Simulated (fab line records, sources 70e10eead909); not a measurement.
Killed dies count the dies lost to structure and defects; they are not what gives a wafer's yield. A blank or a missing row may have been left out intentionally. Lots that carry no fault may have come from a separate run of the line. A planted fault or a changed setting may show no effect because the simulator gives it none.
Chamber matching :: flow nandHarc :: NHARC_A_SGD_CUT_DEP_00 on pecvd-02: 3 sister chambers
The step deposits SiNx, target thk 50 nm. 18 wafers are shown with their chamber, then 9 later ones without.

WAFERS PAIRED WITH THEIR CHAMBERS
wafer: L652.2
chamber: 2
heaterPowerW (W): 708

wafer: L652.4
chamber: 0
heaterPowerW (W): 530

wafer: L652.6
chamber: 1
heaterPowerW (W): 631

wafer: L654.2
chamber: 0
heaterPowerW (W): 534

wafer: L654.3
chamber: 2
heaterPowerW (W): 817

wafer: L654.5
chamber: 2
heaterPowerW (W): 799

wafer: L655.1
chamber: 1
heaterPowerW (W): 652

wafer: L655.3
chamber: 2
heaterPowerW (W): 678

wafer: L655.4
chamber: 0
heaterPowerW (W): 540

wafer: L658.1
chamber: 0
heaterPowerW (W): 591

wafer: L658.2
chamber: 2
heaterPowerW (W): 740

wafer: L658.3
chamber: 1
heaterPowerW (W): 719

wafer: L661.2
chamber: 1
heaterPowerW (W): 714

wafer: L661.4
chamber: 1
heaterPowerW (W): 732

wafer: L661.5
chamber: 0
heaterPowerW (W): 577

wafer: L663.1
chamber: 1
heaterPowerW (W): 642

wafer: L663.2
chamber: 2
heaterPowerW (W): 792

wafer: L663.6
chamber: 1
heaterPowerW (W): 654

SIGNATURES (averages over the wafers above)
reading: heaterPowerW
chamber 0: 554.40
chamber 1: 677.71
chamber 2: 755.67
scatter within a chamber: 44.1
Rule: for each reading, subtract the chamber's mean from the wafer's reading, divide by that reading's scatter and square the result; add these up over the readings and take the root, which gives the wafer's distance from the chamber. If the next closest chamber is less than 2 further off than the closest, the wafer can't be placed; otherwise it belongs to the closest. How the scatter is found: for the shown wafers, subtract from each reading the mean of its chamber, square and add these, divide the total by (wafers less chambers), then take the root.

WAFERS WHOSE CHAMBER IS MISSING
wafer: L669.2
heaterPowerW (W): 614

wafer: L669.5
heaterPowerW (W): 642

wafer: L669.6
heaterPowerW (W): 669

wafer: L673.1
heaterPowerW (W): 717

wafer: L673.2
heaterPowerW (W): 741

wafer: L673.6
heaterPowerW (W): 495

wafer: L674.2
heaterPowerW (W): 739

wafer: L674.5
heaterPowerW (W): 554

wafer: L674.6
heaterPowerW (W): 700

WHICH CHAMBER EACH WENT THROUGH
wafer: L669.2
from the rows above: can't be placed: 0 or 1 or 2
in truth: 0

wafer: L669.5
from the rows above: can't be placed: 1 or 0 or 2
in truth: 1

wafer: L669.6
from the rows above: can't be placed: 1 or 2
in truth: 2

wafer: L673.1
from the rows above: can't be placed: 2 or 1
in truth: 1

wafer: L673.2
from the rows above: can't be placed: 2 or 1
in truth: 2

wafer: L673.6
from the rows above: 0
in truth: 0

wafer: L674.2
from the rows above: can't be placed: 2 or 1
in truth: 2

wafer: L674.5
from the rows above: 0
in truth: 0

wafer: L674.6
from the rows above: can't be placed: 1 or 2
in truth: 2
2 of 9 placed correctly. Unplaceable from these rows: 7, with the true chamber sitting among the candidates in 7. Placed wrongly: 0.
